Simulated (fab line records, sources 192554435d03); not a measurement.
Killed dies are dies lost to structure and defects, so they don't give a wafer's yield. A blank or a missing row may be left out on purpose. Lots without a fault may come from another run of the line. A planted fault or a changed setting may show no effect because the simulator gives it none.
fab line records | flow n5_finfet
record lots=7 wafers=39
route steps=1938 shown WELL_APT@26 STI_FIN_REVEAL@183 SD_EPI_N@273 HKMG_FIN@456 MOL_CONTACT_COAG@559 BEOL_M1@814 BEOL_M2@882 BEOL_M4@1064 BEOL_M6@1198 BEOL_M8@1398 BEOL_M9@1446 BEOL_M12@1649 BEOL_M15@1773 TV_OPEN@1890 PASSIVATION@1936
start_h: hours from the record's first day to the start of the lot's first wafer shown | wait_h: hours since the lot's step before | " the same as in the row above | L1.1+2: a row that stands for several wafers | - no value, or no start given | * or withheld: withheld | < > ~ a bound
route shown NAME@n: a module of which the file shows steps, and the number in the route of the first | usual: mean/standard deviation of fault-free wafers | same: alike in all rows | chamber/n: place in a boat | sites: the reading at each site | _std_site: their standard deviation | _edge_site: outer sites' mean less inner sites' | radius_mm: how far each site lies from the wafer's centre | mask NAME#n: copy n | behind: the tool/chamber that last shaped the wafer | hold: why the lot was held/for how many hours/how that ended | device: the transistor (n, p or np) that didn't switch | end of line: the same wafers' tests at the end of the route | a step without rows: its recipe alone | killed: dies lost to structure and defects at the first sort, not the wafer's yield | map: a wafer's dies, x killed, . not, _ none there
set.NAME: the setting as run; set.NAME@STEP: as run at that earlier step | model.NAME: the simulator's own value behind a step, which no gauge read
lots whose settings were changed on purpose; a table a step, a row a wafer
## steps
# step N5_WELL_APT_DEVELOP_07
# recipe develop_time_s=45 rinse_liquid=surfactant_rinse dry=air_spin dev_temp_c=21
# step N5_STI_FIN_REVEAL_ALD_00
# recipe material=SiO2 target_thk_a=10 temp_c=300 ald_precursor_family=BDEAS ald_co_reactant=O2-plasma pulse_time_s=1 pressure_torr=2
# step N5_SD_EPI_N_DESCUM_14
# recipe chemistry=O2 time_s=7.9 source_power_w=50 bias_power_w=20 pressure_mtorr=20 rf_frequency_hz=2.712e+07 temp_c=40 resist=CAR-ArF-block o2_flow_sccm=225
# step N5_HKMG_FIN_ALD_21
# recipe material=TiN target_thk_a=15 temp_c=400 ald_precursor_family=TiCl4 ald_co_reactant=NH3 pulse_time_s=1 purge_time_s=3 co_reactant_purge_time_s=2 co_reactant_pulse_time_s=2 ald_cycles=68 pressure_torr=3
# step N5_MOL_CONTACT_COAG_ALD_27
# recipe material=SiOC target_thk_a=170 temp_c=400 ald_precursor_family=carbosiloxane ald_co_reactant=H2-plasma pulse_time_s=1.5 time_s=2720 purge_time_s=2 co_reactant_purge_time_s=2 ald_cycles=340 pressure_torr=2
# step N5_BEOL_M1_SPUTTER_48
# recipe material=Cu target_thk_a=45 temp_c=-20 chamber_pressure_pa=0.07 power_w=withheld time_s=8.29
# step N5_BEOL_M2_ALD_98
# recipe material=SiO2 target_thk_a=25 temp_c=100 ald_precursor_family=BDEAS ald_co_reactant=O2-plasma pulse_time_s=1 co_reactant_pulse_time_s=1 purge_time_s=2 co_reactant_purge_time_s=2 ald_cycles=17 pressure_torr=2
# step N5_BEOL_M4_ETCH_70
# recipe chemistry=N2/H2 target=SOC target_depth_a=800 overetch_a=240 mask_material=SiARC temp_c=40 time_s=130 ion_energy_ev=200 pressure_mtorr=30 source_w=840 bias_w=150 n2_flow_sccm=200 h2_flow_sccm=200
# step N5_BEOL_M6_HM_DEP_02
# recipe material=TiN target_thk_a=200 temp_c=25 chamber_pressure_pa=0.49996
# step N5_BEOL_M8_DEP_56
# recipe material=SiCN target_thk_a=100 temp_c=withheld precursor=3MS/NH3 pressure_torr=3 rf_w=202 time_s=17.5
# step N5_BEOL_M9_TRENCH_ETCH_37
# recipe chemistry=C4F6/O2 target_depth_a=1514.3 target=SiCOH_lowk time_s=49 ion_energy_ev=250 pressure_mtorr=30 source_w=345 bias_w=185 Ar_flow_sccm=300 C4F6_flow_sccm=10 O2_flow_sccm=10
# step N5_BEOL_M12_SPUTTER_44
# recipe material=Ta target_thk_a=100 temp_c=50 bias_v=80 power_w=15000 chamber_pressure_pa=0.07 time_s=16.13
# step N5_BEOL_M15_ILD_DEP_00
# recipe material=SiO2 target_thk_a=16293 temp_c=400 precursor=TEOS/O2 pressure_torr=6.5 rf_w=900 teos_flow_sccm=161.4 gas=O2 flow_sccm=2650 time_s=346.1
# step N5_PASSIVATION_ETCH_15
# recipe chemistry=CF4/N2 target=SiCN target_depth_a=750 taper_deg=2 time_s=81.2 ion_energy_ev=150 mask_material=SiNx pressure_mtorr=40 source_w=430 bias_w=70 Ar_flow_sccm=100 cf4_flow_sccm=60 n2_flow_sccm=60
# step N5_PASSIVATION_PROBE_49
# usual killed_at_M4_up=14/5.5 killed_dies=103/20 killed_on_rim=14/4.3 sort_n_pass=1077/20
# columns lot.wafer tool chamber start_h wait_h set.develop_time_s@WELL_APT_DEVELOP_07 set.target_thk_a@STI_FIN_REVEAL_ALD_00 set.time_s@SD_EPI_N_DESCUM_14 set.ald_cycles@HKMG_FIN_ALD_21 set.time_s@MOL_CONTACT_COAG_ALD_27 set.time_s@BEOL_M1_SPUTTER_48 set.ald_cycles@BEOL_M2_ALD_98 set.time_s@BEOL_M4_ETCH_70 set.target_thk_a@BEOL_M6_HM_DEP_02 set.time_s@BEOL_M8_DEP_56 set.target_depth_a@BEOL_M9_TRENCH_ETCH_37 set.time_s@BEOL_M12_SPUTTER_44 set.time_s@BEOL_M15_ILD_DEP_00 set.target_depth_a@PASSIVATION_ETCH_15 killed_at_M4_up killed_dies killed_on_rim sort_n_pass
L077.1 prober-01 - 287.66 0.0 45 6.01 10.82 68 2720 10.36 13 130 102.9 17.5 1220 16.13 503.1 1047 15 111 19 1069
L077.2 prober-01 - 287.71 0.1 45 6.01 10.82 68 1271 10.36 17 130 102.9 17.5 1514.3 22.29 346.1 750 17 109 13 1071
L077.3 prober-01 - 287.76 0.1 45 6.01 7.9 68 1271 8.29 13 130 102.9 8.075 1220 22.29 503.1 750 20 139 17 1041
L077.4 prober-01 - 287.81 0.2 45 10 7.9 68 2720 10.36 17 130 200 8.075 1220 16.13 346.1 1047 18 178 22 1002
L077.5 prober-01 - 287.86 0.2 45 10 7.9 68 2720 8.29 13 130 200 17.5 1514.3 22.29 346.1 1047 27 124 16 1056
L077.6 prober-01 - 287.91 0.3 45 10 10.82 68 1271 8.29 17 130 200 8.075 1514.3 16.13 503.1 750 12 116 13 1064
L078.1 prober-01 - 305.11 0.0 45 14.92 9.903 37 2720 8.29 17 177.6 200 21.76 1514.3 10.67 346.1 750 26 131 19 1049
L078.2 prober-01 - 305.16 0.1 45 10 7.9 37 2083 6.855 17 130 168.3 21.76 1514.3 16.13 346.1 750 26 148 26 1032
L078.3 prober-01 - 305.21 0.1 45 10 9.903 37 2720 6.855 17 130 168.3 17.5 1514.3 10.67 177.5 750 962 1080 152 100
L078.4 prober-01 - 305.26 0.2 45 10 7.9 68 2083 8.29 17 130 200 17.5 1514.3 10.67 177.5 750 976 1045 151 135
L078.5 prober-01 - 305.31 0.2 45 14.92 7.9 68 2720 6.855 17 177.6 200 17.5 1514.3 16.13 346.1 750 15 96 15 1084
L078.6 prober-01 - 305.36 0.3 45 14.92 9.903 68 2083 8.29 17 177.6 168.3 21.76 1514.3 16.13 177.5 750 987 1060 152 120
L080.1 prober-02 - 314.53 0.0 45 10 7.9 68 2720 8.29 23 130 289.1 11.42 1514.3 16.13 161.2 514.3 1136 1180 152 0
L080.2 prober-02 - 314.58 0.1 45 10 5.205 68 2720 4.459 17 207 289.1 17.5 2397 6.557 161.2 750 1098 1180 152 0
L080.3 prober-02 - 314.63 0.1 70.21 10 7.9 41 2720 4.459 17 130 200 17.5 1514.3 6.557 346.1 750 24 76 7 1104
L080.4 prober-02 - 314.68 0.2 45 10 7.9 41 2720 4.459 23 207 289.1 11.42 1514.3 6.557 346.1 514.3 1076 1180 152 0
L080.5 prober-02 - 314.73 0.2 70.21 10 5.205 41 2720 8.29 23 130 200 17.5 2397 16.13 161.2 514.3 1111 1180 152 0
L080.6 prober-02 - 314.78 0.3 70.21 10 5.205 68 2720 8.29 17 207 200 11.42 2397 16.13 346.1 750 27 89 13 1091
L083.1 prober-02 - 336.34 0.0 64.28 10 12.37 68 2720 8.29 17 176.8 200 17.5 1514.3 16.13 441.9 750 8 114 16 1066
L083.2 prober-02 - 336.39 0.1 45 10 7.9 68 2720 8.29 17 176.8 200 12.65 1514.3 6.739 346.1 750 9 70 9 1110
L083.3 prober-02 - 336.44 0.1 45 10 7.9 68 2720 11.21 10 130 200 17.5 1514.3 16.13 346.1 310.1 9 1180 152 0
L083.4 prober-02 - 336.49 0.2 64.28 10 12.37 82 2720 8.29 10 130 200 17.5 2119 6.739 441.9 310.1 10 1180 152 0
L083.5 prober-02 - 336.54 0.2 45 10 12.37 82 2720 11.21 10 176.8 200 12.65 2119 6.739 441.9 750 12 86 15 1094
L083.6 prober-02 - 336.59 0.3 64.28 10 7.9 82 2720 11.21 17 130 200 12.65 2119 16.13 346.1 310.1 6 1180 152 0
L086.1 prober-02 - 362.74 0.0 45 10 7.9 68 2720 8.29 17 130 200 17.5 1514.3 16.13 346.1 750 6 133 26 1047
L086.2 prober-02 - 362.79 0.1 45 10 7.9 68 2720 8.29 17 130 200 17.5 1514.3 16.13 346.1 750 14 95 13 1085
L086.3 prober-02 - 362.84 0.1 45 10 7.9 68 2720 8.29 17 130 200 17.5 1514.3 16.13 346.1 750 17 103 16 1077
L090.1 prober-01 - 391.80 0.0 45 12.05 7.9 98 1325 8.29 12 72.53 200 17.5 1990 23 346.1 750 47 124 16 1056
L090.2 prober-01 - 391.85 0.1 45 12.05 7.9 98 2720 5.389 12 72.53 200 17.5 1990 16.13 346.1 898.3 149 245 44 935
L090.3 prober-01 - 391.90 0.1 45 10 7.9 68 1325 5.389 17 130 200 17.5 1514.3 23 346.1 750 10 120 18 1060
L090.4 prober-01 - 391.95 0.2 45 12.05 9.324 68 2720 8.29 17 72.53 200 17.5 1514.3 16.13 346.1 898.3 100 182 14 998
L090.5 prober-01 - 392.00 0.2 45 10 9.324 68 2720 5.389 12 130 200 17.5 1514.3 16.13 346.1 750 17 125 21 1055
L090.6 prober-01 - 392.05 0.3 45 10 9.324 98 1325 8.29 17 130 200 17.5 1990 23 346.1 898.3 15 106 13 1074
L094.1 prober-02 - 423.87 0.4 45 10 7.9 68 2002 8.29 17 130 200 11.46 1514.3 16.13 168.7 884.4 1112 1180 152 0
L094.2 prober-02 - 423.92 0.4 45 4.569 7.9 68 2720 8.29 17 84.68 158.3 17.5 1514.3 16.13 346.1 750 16 93 13 1087
L094.3 prober-02 - 423.97 0.5 66.39 4.569 3.591 68 2002 8.29 17 130 158.3 17.5 1274 16.13 168.7 884.4 1096 1179 152 1
L094.4 prober-02 - 424.02 0.5 45 10 3.591 68 2002 8.29 17 84.68 200 17.5 1274 16.13 346.1 750 25 103 11 1077
L094.5 prober-02 - 424.07 0.6 66.39 4.569 3.591 68 2720 8.29 17 130 200 11.46 1514.3 16.13 346.1 884.4 23 123 19 1057
L094.6 prober-02 - 424.12 0.6 66.39 10 7.9 68 2720 8.29 17 84.68 158.3 11.46 1274 16.13 168.7 750 1099 1180 152 0
# killed by level:class
L077.1 FIN_SAQP:geometric_particle:open=20 BEOL_M0_SAQP:geometric_particle:open=8 FIN_SAQP:geometric_particle:short=7 MOL_CONTACT_COAG:geometric_particle:open=7 BEOL_M0_SAQP:geometric_particle:short=7 BEOL_M3:geometric_particle:open=7 GATE_CUT:geometric_particle:short=5 BEOL_M4:geometric_particle:open=5
L077.2 FIN_SAQP:geometric_particle:open=18 MOL_CONTACT_COAG:geometric_particle:open=14 BEOL_M3:geometric_particle:open=13 BEOL_M2:geometric_particle:open=10 BEOL_M4:geometric_particle:open=7 STARTING-WAFER:geometric_particle:open=5 FIN_SAQP:geometric_particle:short=4 BEOL_M0_SAQP:geometric_particle:short=4
L077.3 MOL_CONTACT_COAG:geometric_particle:open=19 FIN_SAQP:geometric_particle:short=16 BEOL_M2:geometric_particle:open=14 FIN_SAQP:geometric_particle:open=13 BEOL_M4:geometric_particle:open=6 BEOL_M0_SAQP:geometric_particle:short=5 MOL_CONTACT_COAG:geometric_particle:short=5 BEOL_M6:geometric_particle:open=5
L077.4 FIN_SAQP:geometric_particle:open=37 MOL_CONTACT_COAG:geometric_particle:open=28 STI_FIN_REVEAL:geometric_particle:open=15 FIN_SAQP:geometric_particle:short=10 BEOL_M4:geometric_particle:open=8 MOL_CONTACT_COAG:geometric_particle:short=7 BEOL_M0_SAQP:geometric_particle:open=7 BEOL_M0_SAQP:geometric_particle:short=5
L077.5 FIN_SAQP:geometric_particle:open=18 BEOL_M4:geometric_particle:open=16 BEOL_M2:geometric_particle:open=12 MOL_CONTACT_COAG:geometric_particle:open=12 GATE_CUT:geometric_particle:short=8 FIN_SAQP:geometric_particle:short=7 GATE_CUT:geometric_particle:open=5 BEOL_M0_SAQP:geometric_particle:open=5
L077.6 FIN_SAQP:geometric_particle:open=16 BEOL_M2:geometric_particle:open=16 MOL_CONTACT_COAG:geometric_particle:open=8 BEOL_M0_SAQP:geometric_particle:open=8 MOL_CONTACT_COAG:geometric_particle:short=7 GATE_CUT:geometric_particle:short=6 BEOL_M0_SAQP:geometric_particle:short=5 PAD_METAL:geometric_particle:short=5
L078.1 BEOL_M4:geometric_particle:open=15 BEOL_M0_SAQP:geometric_particle:open=14 BEOL_M3:geometric_particle:open=14 MOL_CONTACT_COAG:geometric_particle:open=11 FIN_SAQP:geometric_particle:short=8 FIN_SAQP:geometric_particle:open=7 STI_FIN_REVEAL:geometric_particle:open=6 BEOL_M0_SAQP:geometric_particle:short=6
L078.2 MOL_CONTACT_COAG:geometric_particle:open=18 STI_FIN_REVEAL:geometric_particle:open=16 FIN_SAQP:geometric_particle:short=15 BEOL_M4:geometric_particle:open=15 BEOL_M3:geometric_particle:open=10 FIN_SAQP:geometric_particle:open=9 BEOL_M0_SAQP:geometric_particle:short=7 BEOL_M0_SAQP:geometric_particle:open=6
L078.3 BEOL_M15:area_dep=950 FIN_SAQP:geometric_particle:short=11 MOL_CONTACT_COAG:geometric_particle:open=9 BEOL_M1:geometric_particle:open=9 FIN_SAQP:geometric_particle:open=7 STI_FIN_REVEAL:geometric_particle:open=7 BEOL_M0_SAQP:geometric_particle:short=7 BEOL_M0:geometric_particle:open=7
L078.4 BEOL_M15:area_dep=960 FIN_SAQP:geometric_particle:short=9 MOL_CONTACT_COAG:geometric_particle:open=9 FIN_SAQP:geometric_particle:open=8 BEOL_M4:geometric_particle:open=8 DUMMY_GATE:geometric_particle:open=6 BEOL_M3:geometric_particle:open=6 BEOL_M1:geometric_particle:open=6
L078.5 FIN_SAQP:geometric_particle:short=12 BEOL_M3:geometric_particle:open=10 BEOL_M4:geometric_particle:open=8 MOL_CONTACT_COAG:geometric_particle:open=6 FIN_SAQP:geometric_particle:open=5 BEOL_M1:geometric_particle:open=5 BEOL_M0_SAQP:geometric_particle:open=4 BEOL_M0_SAQP:geometric_particle:short=4
L078.6 BEOL_M15:area_dep=974 FIN_SAQP:geometric_particle:open=10 BEOL_M1:geometric_particle:open=10 FIN_SAQP:geometric_particle:short=9 MOL_CONTACT_COAG:geometric_particle:open=6 BEOL_M3:geometric_particle:open=6 BEOL_M4:geometric_particle:open=5 STI_FIN_REVEAL:geometric_particle:open=4
L080.1 BEOL_M6:area_open=1070 BEOL_M15:area_dep=41 BEOL_M4:geometric_particle:open=16 BEOL_M3:geometric_particle:open=6 BEOL_M1:geometric_particle:open=4 BEOL_M2:geometric_particle:open=4 FIN_SAQP:geometric_particle:open=3 STI_FIN_REVEAL:geometric_particle:open=3
L080.2 BEOL_M6:area_open=1028 BEOL_M15:area_dep=55 BEOL_M1:interface_void_opened=9 BEOL_M1:geometric_particle:open=7 BEOL_M1:geometric_particle:short=6 BEOL_M2:geometric_particle:open=6 FIN_SAQP:geometric_particle:open=5 STI_FIN_REVEAL:geometric_particle:open=5
L080.3 BEOL_M4:geometric_particle:open=8 FIN_SAQP:geometric_particle:open=5 MOL_CONTACT_COAG:geometric_particle:open=4 GATE_CUT:geometric_particle:open=4 GATE_CUT:geometric_particle:short=4 BEOL_M3:geometric_particle:open=4 BEOL_M1:geometric_particle:short=4 STARTING-WAFER:geometric_particle:short=4
L080.4 BEOL_M6:area_open=1066 TV_OPEN:area_etch=52 BEOL_M3:geometric_particle:open=8 BEOL_M2:geometric_particle:open=6 FIN_SAQP:geometric_particle:short=4 STARTING-WAFER:geometric_particle:open=4 BEOL_M4:geometric_particle:open=4 MOL_CONTACT_COAG:geometric_particle:open=3
L080.5 BEOL_M15:area_dep=935 BEOL_M9:area_etch=159 BEOL_M4:geometric_particle:open=8 STI_FIN_REVEAL:geometric_particle:open=7 GATE_CUT:geometric_particle:short=6 BEOL_M3:geometric_particle:open=6 BEOL_M1:geometric_particle:open=5 BEOL_M2:geometric_particle:open=4
L080.6 BEOL_M9:area_etch=22 GATE_CUT:geometric_particle:short=9 MOL_CONTACT_COAG:geometric_particle:open=6 BEOL_M3:geometric_particle:open=6 DUMMY_GATE:geometric_particle:open=5 STI_FIN_REVEAL:geometric_particle:open=4 BEOL_M0_SAQP:geometric_particle:short=4 BEOL_M1:geometric_particle:open=4
L083.1 MOL_CONTACT_COAG:geometric_particle:open=25 FIN_SAQP:geometric_particle:open=8 STI_FIN_REVEAL:geometric_particle:open=8 BEOL_M0_SAQP:geometric_particle:open=8 FIN_SAQP:geometric_particle:short=7 DUMMY_GATE:geometric_particle:open=7 BEOL_M0_SAQP:geometric_particle:short=7 SPACER0:geometric_particle:short=6
L083.2 FIN_SAQP:geometric_particle:open=7 MOL_CONTACT_COAG:geometric_particle:open=7 MOL_CONTACT_COAG:geometric_particle:short=6 STARTING-WAFER:geometric_particle:short=5 BEOL_M0_SAQP:geometric_particle:short=4 BEOL_M1:geometric_particle:open=4 FIN_SAQP:geometric_particle:short=3 BEOL_M3:geometric_particle:open=3
L083.3 TV_OPEN:area_etch=1086 MOL_CONTACT_COAG:geometric_particle:open=13 BEOL_M3:geometric_particle:open=12 BEOL_M0_SAQP:geometric_particle:short=11 BEOL_M0_SAQP:geometric_particle:open=8 STI_FIN_REVEAL:geometric_particle:open=4 BEOL_M1:geometric_particle:open=4 BEOL_M2:geometric_particle:open=4
L083.4 TV_OPEN:area_etch=1093 BEOL_M0_SAQP:geometric_particle:open=12 FIN_SAQP:geometric_particle:open=7 MOL_CONTACT_COAG:geometric_particle:open=7 BEOL_M1:geometric_particle:open=7 BEOL_M3:geometric_particle:open=6 BEOL_M4:geometric_particle:open=6 FIN_SAQP:geometric_particle:short=3
L083.5 MOL_CONTACT_COAG:geometric_particle:open=12 BEOL_M0_SAQP:geometric_particle:open=10 BEOL_M0_SAQP:geometric_particle:short=9 FIN_SAQP:geometric_particle:open=7 MOL_CONTACT_COAG:geometric_particle:short=5 BEOL_M4:geometric_particle:short=4 DUMMY_GATE:geometric_particle:open=4 BEOL_M1:geometric_particle:open=4
L083.6 TV_OPEN:area_etch=1078 MOL_CONTACT_COAG:geometric_particle:open=11 BEOL_M0_SAQP:geometric_particle:short=11 BEOL_M3:geometric_particle:open=10 FIN_SAQP:geometric_particle:short=8 STI_FIN_REVEAL:geometric_particle:open=8 FIN_SAQP:geometric_particle:open=7 BEOL_M1:geometric_particle:open=7
L086.1 FIN_SAQP:geometric_particle:open=20 BEOL_M1:geometric_particle:open=16 STI_FIN_REVEAL:geometric_particle:open=14 FIN_SAQP:geometric_particle:short=11 MOL_CONTACT_COAG:geometric_particle:open=10 BEOL_M0_SAQP:geometric_particle:short=7 GATE_CUT:geometric_particle:short=6 PAD_METAL:geometric_particle:short=5
L086.2 FIN_SAQP:geometric_particle:open=15 MOL_CONTACT_COAG:geometric_particle:open=11 BEOL_M0_SAQP:geometric_particle:open=8 BEOL_M1:geometric_particle:open=7 FIN_SAQP:geometric_particle:short=5 BEOL_M0_SAQP:geometric_particle:short=5 BEOL_M3:geometric_particle:open=5 DUMMY_GATE:geometric_particle:open=4
L086.3 MOL_CONTACT_COAG:geometric_particle:open=18 STI_FIN_REVEAL:geometric_particle:open=11 BEOL_M1:geometric_particle:open=10 FIN_SAQP:geometric_particle:open=7 BEOL_M4:geometric_particle:open=7 FIN_SAQP:geometric_particle:short=6 BEOL_M0_SAQP:geometric_particle:open=5 BEOL_M1:geometric_particle:short=4
L090.1 BEOL_M4:area_etch=30 BEOL_M2:geometric_particle:open=14 FIN_SAQP:geometric_particle:short=8 MOL_CONTACT_COAG:geometric_particle:open=8 FIN_SAQP:geometric_particle:open=6 STI_FIN_REVEAL:geometric_particle:open=5 BEOL_M4:geometric_particle:open=5 GATE_CUT:geometric_particle:short=4
L090.2 BEOL_M4:area_etch=136 BEOL_M0_SAQP:geometric_particle:open=16 BEOL_M0_SAQP:geometric_particle:short=11 MOL_CONTACT_COAG:geometric_particle:open=10 FIN_SAQP:geometric_particle:open=8 BEOL_M2:geometric_particle:open=8 FIN_SAQP:geometric_particle:short=7 BEOL_M1:geometric_particle:open=5
L090.3 FIN_SAQP:geometric_particle:short=18 FIN_SAQP:geometric_particle:open=14 MOL_CONTACT_COAG:geometric_particle:open=10 BEOL_M2:geometric_particle:open=8 BEOL_M0_SAQP:geometric_particle:short=7 BEOL_M2:geometric_particle:short=6 BEOL_M3:geometric_particle:open=6 STARTING-WAFER:geometric_particle:short=5
L090.4 BEOL_M4:area_etch=80 MOL_CONTACT_COAG:geometric_particle:open=16 BEOL_M4:geometric_particle:open=10 GATE_CUT:geometric_particle:short=8 BEOL_M0_SAQP:geometric_particle:short=8 BEOL_M2:geometric_particle:open=8 FIN_SAQP:geometric_particle:open=7 BEOL_M0_SAQP:geometric_particle:open=6
L090.5 MOL_CONTACT_COAG:geometric_particle:open=18 BEOL_M2:geometric_particle:open=14 FIN_SAQP:geometric_particle:short=10 BEOL_M0_SAQP:geometric_particle:short=9 BEOL_M3:geometric_particle:open=9 BEOL_M4:geometric_particle:open=7 FIN_SAQP:geometric_particle:open=6 BEOL_M0_SAQP:geometric_particle:open=6
L090.6 BEOL_M2:geometric_particle:open=12 FIN_SAQP:geometric_particle:short=10 FIN_SAQP:geometric_particle:open=8 BEOL_M4:geometric_particle:open=8 MOL_CONTACT_COAG:geometric_particle:open=7 BEOL_M0_SAQP:geometric_particle:short=7 BEOL_M3:geometric_particle:open=6 MOL_CONTACT_COAG:geometric_particle:short=5
L094.1 BEOL_M15:area_dep=1089 BEOL_M4:geometric_particle:open=11 BEOL_M0_SAQP:geometric_particle:open=10 MOL_CONTACT_COAG:geometric_particle:open=8 BEOL_M0_SAQP:geometric_particle:short=8 FIN_SAQP:geometric_particle:short=6 FIN_SAQP:geometric_particle:open=6 STI_FIN_REVEAL:geometric_particle:open=6
L094.2 BEOL_M1:geometric_particle:open=11 FIN_SAQP:geometric_particle:open=8 BEOL_M4:geometric_particle:open=8 FIN_SAQP:geometric_particle:short=7 GATE_CUT:geometric_particle:short=5 MOL_CONTACT_COAG:geometric_particle:open=5 BEOL_M2:geometric_particle:open=5 STI_FIN_REVEAL:geometric_particle:open=4
L094.3 BEOL_M15:area_dep=1067 MOL_CONTACT_COAG:geometric_particle:open=20 BEOL_M4:geometric_particle:open=15 BEOL_M2:geometric_particle:open=7 DUMMY_GATE:geometric_particle:open=6 MOL_CONTACT_COAG:geometric_particle:short=6 FIN_SAQP:geometric_particle:short=5 STI_FIN_REVEAL:geometric_particle:open=5
L094.4 FIN_SAQP:geometric_particle:open=11 BEOL_M4:geometric_particle:open=8 MOL_CONTACT_COAG:geometric_particle:open=7 STI_FIN_REVEAL:geometric_particle:open=6 GATE_CUT:geometric_particle:open=6 BEOL_M0_SAQP:geometric_particle:open=6 BEOL_M1:geometric_particle:open=6 BEOL_M2:geometric_particle:open=5
L094.5 MOL_CONTACT_COAG:geometric_particle:open=17 BEOL_M4:geometric_particle:open=12 STI_FIN_REVEAL:geometric_particle:open=10 BEOL_M1:geometric_particle:open=8 FIN_SAQP:geometric_particle:short=6 FIN_SAQP:geometric_particle:open=6 BEOL_M2:geometric_particle:open=5 HKMG_FIN:area_etch=5
L094.6 BEOL_M15:area_dep=1082 MOL_CONTACT_COAG:geometric_particle:open=11 STI_FIN_REVEAL:geometric_particle:open=10 BEOL_M2:geometric_particle:open=7 FIN_SAQP:geometric_particle:open=6 DUMMY_GATE:geometric_particle:open=6 MOL_CONTACT_COAG:geometric_particle:short=6 BEOL_M0_SAQP:geometric_particle:open=6
## key
split step=N5_WELL_APT_DEVELOP_07 setting=develop_time_s stated_as=45
response none clear
split step=N5_STI_FIN_REVEAL_ALD_00 setting=target_thk_a stated_as=10
response none clear
split step=N5_SD_EPI_N_DESCUM_14 setting=time_s stated_as=7.9
response none clear
split step=N5_HKMG_FIN_ALD_21 setting=ald_cycles stated_as=68
response none clear
split step=N5_MOL_CONTACT_COAG_ALD_27 setting=time_s stated_as=2720
response none clear
split step=N5_BEOL_M1_SPUTTER_48 setting=time_s stated_as=8.29
response none clear
split step=N5_BEOL_M2_ALD_98 setting=ald_cycles stated_as=17
response none clear
split step=N5_BEOL_M4_ETCH_70 setting=time_s stated_as=130
response none clear
split step=N5_BEOL_M6_HM_DEP_02 setting=target_thk_a stated_as=200
response none clear
split step=N5_BEOL_M8_DEP_56 setting=time_s stated_as=17.5
response none clear
split step=N5_BEOL_M9_TRENCH_ETCH_37 setting=target_depth_a stated_as=1514.3
response none clear
split step=N5_BEOL_M12_SPUTTER_44 setting=time_s stated_as=16.13
response none clear
split step=N5_BEOL_M15_ILD_DEP_00 setting=time_s stated_as=346.1
response step=N5_PASSIVATION_PROBE_49 reading=killed_at_M4_up slope=-14.6 per=1% together_with=all explained=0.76
response step=N5_PASSIVATION_PROBE_49 reading=killed_on_rim slope=-2.01 per=1% together_with=all explained=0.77
response step=N5_PASSIVATION_PROBE_49 reading=sort_n_pass slope=+15.2 per=1% together_with=all explained=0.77
response step=N5_PASSIVATION_PROBE_49 reading=killed_dies slope=-15.2 per=1% together_with=all explained=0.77
split step=N5_PASSIVATION_ETCH_15 setting=target_depth_a stated_as=750
response none clear
